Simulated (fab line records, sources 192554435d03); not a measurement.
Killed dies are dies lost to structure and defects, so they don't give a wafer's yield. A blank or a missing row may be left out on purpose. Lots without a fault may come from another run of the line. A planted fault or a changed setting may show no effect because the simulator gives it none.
Chamber matching | flow n5_finfet | N5_STI_FIN_REVEAL_ALD_14 on ald_sin-04: 4 sister chambers
The step deposits Si3N4, target thk 3 nm. 8 wafers are shown with their chamber, then 7 later ones without.

WAFERS WITH THEIR CHAMBER
wafer  | chamber | heater_power_w (W)
L145.5 | 3       | 752
L146.4 | 2       | 862
L148.3 | 0       | 1058
L147.3 | 2       | 846
L147.4 | 1       | 874
L147.5 | 0       | 1070
L150.2 | 3       | 754
L150.3 | 1       | 859

WAFERS WITHOUT THEIR CHAMBER
wafer  | heater_power_w (W)
L150.5 | 759
L162.2 | 872
L162.5 | 891
L162.6 | 883
L163.2 | 863
L163.4 | 1039
L163.5 | 867

WHICH CHAMBER EACH WENT THROUGH
wafer  | from the rows above     | in truth
L150.5 | 3                       | 3
L162.2 | can't be placed: 1 or 2 | 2
L162.5 | can't be placed: 1 or 2 | 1
L162.6 | can't be placed: 1 or 2 | 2
L163.2 | can't be placed: 1 or 2 | 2
L163.4 | 0                       | 0
L163.5 | can't be placed: 1 or 2 | 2
Placed correctly: 2 of 7. Can't be placed from these rows: 5 (the true chamber is among the candidates in 5). Placed wrongly: 0.
How it was worked out, from the rows above alone: a wafer's distance from a chamber is the root of the sum, over the readings, of the square of ((its reading less the chamber's mean) divided by the reading's scatter). The wafer belongs to the nearest chamber; if the next one is less than 2 further off, it can't be placed. A chamber's mean is the mean of its shown wafers. The scatter: the root of (the sum of the squares of (reading less its chamber's mean) over the shown wafers, divided by (wafers less chambers)).
